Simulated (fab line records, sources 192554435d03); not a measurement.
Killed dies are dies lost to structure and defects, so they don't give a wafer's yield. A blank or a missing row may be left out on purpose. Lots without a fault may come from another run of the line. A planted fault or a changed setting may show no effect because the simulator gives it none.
Problem report in the 8D (eight disciplines) form, filled by code | flow n5_finfet | the parts of the form that need people (team, actions taken, sign-off) are left out

1. THE PROBLEM
run_length_s at N5_BEOL_M2_ETCH_70 reads a mean of 201.2 s on 3 wafers of 2 lots; wafers without a fault read 153.3 s with a standard deviation of 0.33. That is +99 or more standard deviations from the usual mean.
The step: etches SOC in N2/H2, target depth 80 nm, overetch 24 nm, time 130 s.
First seen on wafer L908.4, day 7 18:11, on rie_diel-03. The record holds 27 wafers of 9 lots with a number at this step. Rule for "out", or "out of limits": more than 4 standard deviations from the usual mean. The other wafers with a number count as sound.

2. WHAT IT IS AND WHAT IT IS NOT
question                    | is                     | is not
which readings at this step | run_length_s           | drypump_motor_current_A, oes_product_au, rf_vpp_V, showerhead_plenum_p_Torr, throttle_valve_pct
which lots                  | L908, L911             | L904, L907, L916, L922, L924, L925, L926
which wafers of those lots  | L908.4, L908.5, L911.3 | L908.6, L911.1, L911.6
read on which tools         | rie_diel-03            | rie_diel-01, rie_diel-05
when                        | from day 7 18:11       | up to then (7 sound wafers); but 17 sound wafers of L911, L916, L922, L924, L925, L926 came after

3. SUSPECTS, AND WHAT RULES EACH OUT
Counting: a tool at a process step up to the reading stays a suspect if it ran every lot that is out. Sound lots after the first of them don't rule it out here, since some wafers of a struck lot are sound.
- rie_diel-03 at N5_BEOL_M2_STRIP_19 (strips in O2): kept. It ran every lot that is out, first L908 (day 7 16:05).
- rie_diel-05 at N5_BEOL_M2_ETCH_77 (etches underlayer in N2/H2, target depth 6.5 nm, time 5.2 s): kept. It ran every lot that is out, first L908 (day 7 16:50); its last sound lot up to then is L907 (day 7 16:21).
- rie_diel-03 at N5_BEOL_M2_ETCH_70 (etches SOC in N2/H2, target depth 80 nm, overetch 24 nm, time 130 s): kept. It ran every lot that is out, first L908 (day 7 18:11); its last sound lot up to then is L907 (day 7 17:43). Its own readings are out on those wafers: run_length_s.
- Within rie_diel-03 at N5_BEOL_M2_ETCH_70: the wafers that are out ran in chamber 1; their sound lot-mates ran in chambers 0, 2.
Left after counting: rie_diel-03 at N5_BEOL_M2_STRIP_19, rie_diel-05 at N5_BEOL_M2_ETCH_77, rie_diel-03 at N5_BEOL_M2_ETCH_70.

4. THE CAUSE (what the simulator had put in)
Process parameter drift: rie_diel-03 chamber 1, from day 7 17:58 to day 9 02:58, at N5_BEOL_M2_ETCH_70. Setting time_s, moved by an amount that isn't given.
Counting left 3 suspects, and this tool is among them.

5. THE CHAIN OF EFFECTS, in route order
Each row: a reading whose mean over the struck wafers that have a number lies more than 3 standard deviations from the usual. Only readings for which the record gives a usual standard deviation are gone through. hours: the time from each lot's start at the first step in this table that gives one to its start at this step, as a median over the lots. sigmas: the change in usual standard deviations.
hours | step               | reading      | usual   | on struck wafers | change | sigmas
0     | N5_BEOL_M2_ETCH_70 | run_length_s | 153.3 s | 201.2            | +47.9  | +99 or more
The process steps in it:
- N5_BEOL_M2_ETCH_70: etches SOC in N2/H2, target depth 80 nm, overetch 24 nm, time 130 s.
Later measuring or inspecting steps at which every struck wafer that the step has a row for has a number for every such reading, and none has moved that far: N5_BEOL_M4_RC_MEAS_101.

6. WHAT WOULD HAVE CAUGHT IT SOONER
In this record the first reading out of limits was taken at day 7 18:11, 0 hours after the fault began at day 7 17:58.
